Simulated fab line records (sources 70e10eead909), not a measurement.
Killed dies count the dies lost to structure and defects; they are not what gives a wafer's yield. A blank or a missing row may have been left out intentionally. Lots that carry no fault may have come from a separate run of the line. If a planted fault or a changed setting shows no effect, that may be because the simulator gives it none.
What tool caused it?    flow nand_harc    36 wafers from 12 lots sampled at 5 of the route's 1159 steps

== WHAT THE GAUGES SHOWED, per wafer ==
NHARC_P_BONDPAD_THK_MEAS_20: measures by xrf.
lot   measured      on             thk_nm (nm)
L489  day 6 11:38   film_metro-02  158.5 159.9 161.6
L488  day 6 17:44   film_metro-02  160.1 162.1 160.7
L493  day 7 11:11   film_metro-01  160.4 159.0 162.6
L497  day 8 20:13   film_metro-01  163.0 160.2 160.6
L498  day 9 01:56   film_metro-01  159.5 160.4 163.3
L499  day 9 19:11   film_metro-01  162.8 159.8 159.6
L502  day 9 19:49   film_metro-02  158.9 160.4 161.1
L501  day 9 21:07   film_metro-02  163.2 159.6 161.6
L505  day 11 02:29  film_metro-01  162.4 162.3 160.3
L509  day 11 19:08  film_metro-01  162.2 162.2 159.7
L511  day 11 21:52  film_metro-02  161.1 161.7 160.7
L510  day 11 23:01  film_metro-02  159.5 160.6 157.8

NHARC_END_SORT_01.
lot   measured      on         killed_at_array  killed_at_other  killed_at_periphery  killed_dies  killed_open  killed_short
L489  day 19 18:23  prober-01  29 29 28         1 0 0            2 4 5                32 33 33     3 1 4        4 6 2
L488  day 18 20:31  prober-01  30 33 33         1 4 1            3 1 1                34 38 35     5 2 3        1 2 0
L493  day 20 10:55  prober-02  22 27 31         0 0 0            9 9 3                31 36 34     4 4 3        3 0 2
L497  day 21 14:04  prober-02  32 27 29         2 1 2            2 4 1                36 32 32     3 1 5        1 3 1
L498  day 22 07:11  prober-01  11 12 18         3 4 0            4 5 6                18 21 24     2 3 7        2 3 2
L499  day 22 22:17  prober-01  674 677 677      0 0 0            3 0 0                677 677 677  5 2 2        1 3 0
L502  day 22 23:04  prober-02  674 675 676      1 0 0            2 2 1                677 677 677  4 2 7        1 1 3
L501  day 21 22:49  prober-02  677 677 671      0 0 0            0 0 6                677 677 677  1 3 3        0 2 3
L505  day 24 20:17  prober-01  52 39 52         0 1 0            2 1 2                54 41 54     5 1 2        6 3 4
L509  day 25 02:26  prober-01  16 22 16         0 0 1            6 6 4                22 28 21     3 6 2        3 2 1
L511  day 24 15:02  prober-02  19 26 27         0 0 0            7 8 9                26 34 36     3 3 6        4 2 5
L510  day 24 22:47  prober-02  52 49 42         1 2 1            6 4 6                59 55 49     4 6 5        1 3 0

== WHAT TOOL EACH LOT RAN ON (gives the tool, then ch and the chambers of the sampled wafers, and finally the start) ==
lot   NHARC_P_BONDPAD_ACTIVATE_29         NHARC_A_ZERO_WELL_ETCH_13         NHARC_A_ZERO_WELL_RTA_16
L489  rie_diel-13 ch 0,1,2, day 6 11:58   rie_si-03 ch 0,2,3, day 6 13:37   rtp_anneal-01 ch 0, day 6 14:31
L488  rie_diel-11 ch 1,2,3, day 6 18:01   rie_si-04 ch 1,2,3, day 6 19:37   rtp_anneal-01 ch 0, day 6 20:32
L493  rie_diel-11 ch 0,1,3, day 7 11:27   rie_si-04 ch 0,1,2, day 7 13:04   rtp_anneal-01 ch 0, day 7 14:02
L497  rie_diel-11 ch 0,2,3, day 8 20:31   rie_si-03 ch 1,2,3, day 8 22:07   rtp_anneal-02 ch 0, day 8 23:01
L498  rie_diel-09 ch 1,2, day 9 02:13     rie_si-03 ch 0,1,3, day 9 03:55   rtp_anneal-02 ch 0, day 9 04:50
L499  rie_diel-13 ch 2,3, day 9 19:27     rie_si-04 ch 0,2,3, day 9 20:58   rtp_anneal-02 ch 0, day 9 21:58
L502  rie_diel-13 ch 1,2, day 9 20:07     rie_si-04 ch 1,3, day 9 21:45     rtp_anneal-02 ch 0, day 9 22:41
L501  rie_diel-13 ch 0,1,2, day 9 21:23   rie_si-03 ch 0,1,2, day 9 23:01   rtp_anneal-02 ch 0, day 9 23:55
L505  rie_diel-11 ch 1,2, day 11 02:45    rie_si-03 ch 1,2,3, day 11 04:17  rtp_anneal-02 ch 0, day 11 05:14
L509  rie_diel-13 ch 0,1, day 11 19:26    rie_si-04 ch 0,1,2, day 11 20:57  rtp_anneal-01 ch 0, day 11 21:51
L511  rie_diel-13 ch 0,2,3, day 11 22:09  rie_si-03 ch 0,2,3, day 11 23:46  rtp_anneal-01 ch 0, day 12 00:46
L510  rie_diel-09 ch 1,2,3, day 11 23:17  rie_si-04 ch 0,1,3, day 12 01:00  rtp_anneal-01 ch 0, day 12 01:59
- NHARC_P_BONDPAD_ACTIVATE_29: chemistry N2, time 60 s.
- NHARC_A_ZERO_WELL_ETCH_13: etches the open film in HBr/Cl2, target depth 120 nm, time 40.1 s.
- NHARC_A_ZERO_WELL_RTA_16: time 10 s.

== WHAT THE TOOLS THEMSELVES READ (means of the sampled wafers that have a number; where no wafer has one, the mark that the record gives instead) ==
NHARC_P_BONDPAD_ACTIVATE_29.
lot   tool         drypump_motor_current_A (A)  oes_product_au (a.u.)  rf_vpp_V (V)  showerhead_plenum_p_Torr (Torr)
L489  rie_diel-13  5.5                          1.004                  64.3          1.77
L488  rie_diel-11  6.2                          0.995                  64.4          1.76
L493  rie_diel-11  6.2                          0.996                  64.4          1.78
L497  rie_diel-11  6.1                          1.003                  64.0          1.75
L498  rie_diel-09  4.9                          0.998                  64.0          1.75
L499  rie_diel-13  5.8                          1.003                  63.8          1.77
L502  rie_diel-13  5.5                          0.997                  63.2          1.72
L501  rie_diel-13  5.5                          0.996                  63.7          1.76
L505  rie_diel-11  6.1                          1.001                  64.1          1.81
L509  rie_diel-13  5.6                          0.993                  65.1          1.81
L511  rie_diel-13  5.6                          0.999                  64.3          1.77
L510  rie_diel-09  5.1                          0.995                  64.6          1.81

NHARC_A_ZERO_WELL_ETCH_13.
lot   tool       bias_w (W)  chamber_pressure_mTorr (mTorr)  drypump_motor_current_A (A)  oes_product_au (a.u.)  throttle_valve_pct (%)
L489  rie_si-03  100.07      14.992                          5.6                          1.002                  26.405
L488  rie_si-04  99.89       15.008                          6.2                          0.993                  26.405
L493  rie_si-04  100.30      15.006                          6.0                          0.993                  26.404
L497  rie_si-03  100.03      15.003                          5.5                          0.996                  26.402
L498  rie_si-03  100.00      15.002                          5.7                          1.011                  26.401
L499  rie_si-04  -           -                               -                            -                      -
L502  rie_si-04  -           -                               -                            -                      -
L501  rie_si-03  -           -                               -                            -                      -
L505  rie_si-03  99.76       15.011                          5.5                          1.008                  26.407
L509  rie_si-04  100.03      14.998                          6.1                          0.998                  26.401
L511  rie_si-03  100.07      15.000                          5.6                          1.006                  26.405
L510  rie_si-04  99.98       15.000                          5.9                          0.993                  26.401

NHARC_A_ZERO_WELL_RTA_16.
lot   tool           anneal_temp_c_max  lamp_power_pct (%)  lamp_zone_4_pct (%)  wafer_temp_C_max
L489  rtp_anneal-01  1004.8             34.2                34.1                 1004.5
L488  rtp_anneal-01  1004.5             34.2                34.2                 1004.1
L493  rtp_anneal-01  1004.6             34.2                34.2                 1004.0
L497  rtp_anneal-02  1005.4             28.2                28.2                 1004.5
L498  rtp_anneal-02  1005.1             28.2                28.2                 1003.9
L499  rtp_anneal-02  1005.8             28.2                28.2                 1004.9
L502  rtp_anneal-02  1004.8             28.2                28.2                 1004.3
L501  rtp_anneal-02  1005.1             28.2                28.2                 1004.0
L505  rtp_anneal-02  1004.4             28.2                28.2                 1004.7
L509  rtp_anneal-01  1004.4             34.2                34.2                 1003.7
L511  rtp_anneal-01  1004.8             34.2                34.2                 1003.9
L510  rtp_anneal-01  1004.1             34.2                34.2                 1003.9

== THE ANSWER, worked out from the rows above alone ==
Rule: what is usual is taken from the lots themselves. Put in order of their means at a reading, lots are off if they are a third of the lots or fewer, leave a main group of 4 or more, and stand apart from it by a gap of 3 or more times the standard deviation of the main group's means; of several such gaps the widest counts. If all means in a main group match to the digits the tables above print for the reading, that group is not used. Also off: a lot with no number at a reading for which 4 or more lots have one. Any other lot the step has rows for is counted as sound. After the gauges, taken in route order, come the tools' own readings; for these a lot's mean is taken, as printed above. The first step at which some lot is off is used, and at that step the reading that is off furthest; a lot without a number counts as furthest.
Off: L499, L502, L501 (NHARC_END_SORT_01, killed_dies). The main group has a mean of 35 with a standard deviation of 10.
A tool fits if, at a process step before that reading, it ran every lot that is off, and no sound lot after the first of them. The gauges at NHARC_END_SORT_01 aren't tried: what is off there is off at NHARC_A_ZERO_WELL_ETCH_13 too, on other tools, and a gauge's error can't cause that. No candidate that was tried fits.

== WHAT HAD BEEN PUT IN BY THE SIMULATOR ==
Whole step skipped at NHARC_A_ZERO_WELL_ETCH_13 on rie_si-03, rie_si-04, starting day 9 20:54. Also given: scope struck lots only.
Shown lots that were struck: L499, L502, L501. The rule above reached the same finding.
